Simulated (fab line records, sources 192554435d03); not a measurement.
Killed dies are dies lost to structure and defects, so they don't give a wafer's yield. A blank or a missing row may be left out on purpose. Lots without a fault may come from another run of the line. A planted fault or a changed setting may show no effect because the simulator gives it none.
Problem report in the 8D (eight disciplines) form, filled by code | flow n5_finfet | the parts of the form that need people (team, actions taken, sign-off) are left out

1. THE PROBLEM
barrier_field_endpoint_s at N5_BEOL_M13_CMP_49 reads a mean of 37.5 s on 1 wafer of 1 lot; wafers without a fault read 30.4 s with a standard deviation of 1. That is +7.1 standard deviations from the usual mean.
The step: polishes, stops on SiOC, t overpolish 17.1 s, target thk 420 nm.
First seen on wafer L572.6, day 16 16:26, on cmp-04. The record holds 14 wafers of 5 lots with a number at this step. Rule for "out", or "out of limits": more than 4 standard deviations from the usual mean. The other wafers with a number count as sound.

2. WHAT IT IS AND WHAT IT IS NOT
question                    | is                       | is not
which readings at this step | barrier_field_endpoint_s | motor_current_A, retaining_ring_pressure_frac, slurry_filter_dp_kPa
which lots                  | L572                     | L555, L556, L559, L574
which wafers of those lots  | L572.6                   | L572.3
read on which tools         | cmp-04                   | cmp-01, cmp-02
when                        | from day 16 16:26        | up to then (10 sound wafers); but 3 sound wafers of L574 came after

3. SUSPECTS, AND WHAT RULES EACH OUT
Counting: a tool at a process step up to the reading stays a suspect if it ran every lot that is out. Sound lots after the first of them don't rule it out here, since some wafers of a struck lot are sound.
- rie_diel-05 at N5_BEOL_M13_ETCH_67 (etches SiARC in CF4, target depth 143 nm, time 238.3 s): kept. It ran the lot that is out, L572 (day 16 14:28).
- rie_diel-05 at N5_BEOL_M13_TRENCH_ETCH_34 (etches SiOC in C4F8/O2/Ar, target depth 413.47 nm, time 162.6 s): kept. It ran the lot that is out, L572 (day 16 14:50).
- rie_diel-05 at N5_BEOL_M13_ETCH_38 (etches SiCN in CF4/N2, target depth 67.5 nm, time 71.9 s): kept. It ran the lot that is out, L572 (day 16 15:10); its last sound lot up to then is L556 (day 12 02:57).
- pvd_sputter-03 at N5_BEOL_M13_PRE_CLEAN_42 (time 30 s): kept. It ran the lot that is out, L572 (day 16 15:24); its last sound lot up to then is L555 (day 11 21:07).
- pvd_sputter-03 at N5_BEOL_M13_SPUTTER_43 (material TaN, target thk 15 nm, time 24.19 s): kept. It ran the lot that is out, L572 (day 16 15:26); its last sound lot up to then is L555 (day 11 21:09).
- rtp_anneal-01 at N5_BEOL_M13_ANNEAL_48 (time 90 s): kept. It ran the lot that is out, L572 (day 16 16:08); its last sound lot up to then is L556 (day 12 04:13).
- cmp-04 at N5_BEOL_M13_CMP_49 (polishes, stops on SiOC, t overpolish 17.1 s, target thk 420 nm): kept. It ran the lot that is out, L572 (day 16 16:26); its last sound lot up to then is L555 (day 11 22:03). Its own readings are out on those wafers: barrier_field_endpoint_s.
- Within cmp-04 at N5_BEOL_M13_CMP_49: the wafers that are out ran in chamber 3; their sound lot-mates ran in chamber 1.
Left after counting: rie_diel-05 at N5_BEOL_M13_ETCH_67, rie_diel-05 at N5_BEOL_M13_TRENCH_ETCH_34, rie_diel-05 at N5_BEOL_M13_ETCH_38, pvd_sputter-03 at N5_BEOL_M13_PRE_CLEAN_42, pvd_sputter-03 at N5_BEOL_M13_SPUTTER_43, rtp_anneal-01 at N5_BEOL_M13_ANNEAL_48, cmp-04 at N5_BEOL_M13_CMP_49.

4. THE CAUSE (what the simulator had put in)
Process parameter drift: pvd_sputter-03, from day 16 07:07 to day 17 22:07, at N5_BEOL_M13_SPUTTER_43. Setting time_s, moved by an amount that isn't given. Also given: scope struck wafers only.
Counting left 7 suspects, and this tool is among them.

5. THE CHAIN OF EFFECTS, in route order
Each row: a reading whose mean over the struck wafers that have a number lies more than 3 standard deviations from the usual. Only readings for which the record gives a usual standard deviation are gone through. hours: the time from each lot's start at the first step in this table that gives one to its start at this step, as a median over the lots. sigmas: the change in usual standard deviations.
hours | step               | reading                  | usual  | on struck wafers | change | sigmas
0     | N5_BEOL_M13_CMP_49 | barrier_field_endpoint_s | 30.4 s | 37.5             | +7.1   | +7.1
The process steps in it:
- N5_BEOL_M13_CMP_49: polishes, stops on SiOC, t overpolish 17.1 s, target thk 420 nm.
Later measuring or inspecting steps at which every struck wafer that the step has a row for has a number for every such reading, and none has moved that far: N5_BEOL_M13_THK_MEAS_50.

6. WHAT WOULD HAVE CAUGHT IT SOONER
In this record the first reading out of limits was taken at day 16 16:26, 9 hours after the fault began at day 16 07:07.
Of the tool readings at N5_BEOL_M13_SPUTTER_43 for which the record gives a usual standard deviation, none was out on any struck wafer, so an alarm limit of 4 standard deviations on them would not have fired.
All the lots that are out (1) had begun N5_BEOL_M13_SPUTTER_43 on pvd_sputter-03 by day 16 16:26. A hold on the tool at that time would have spared none of them.
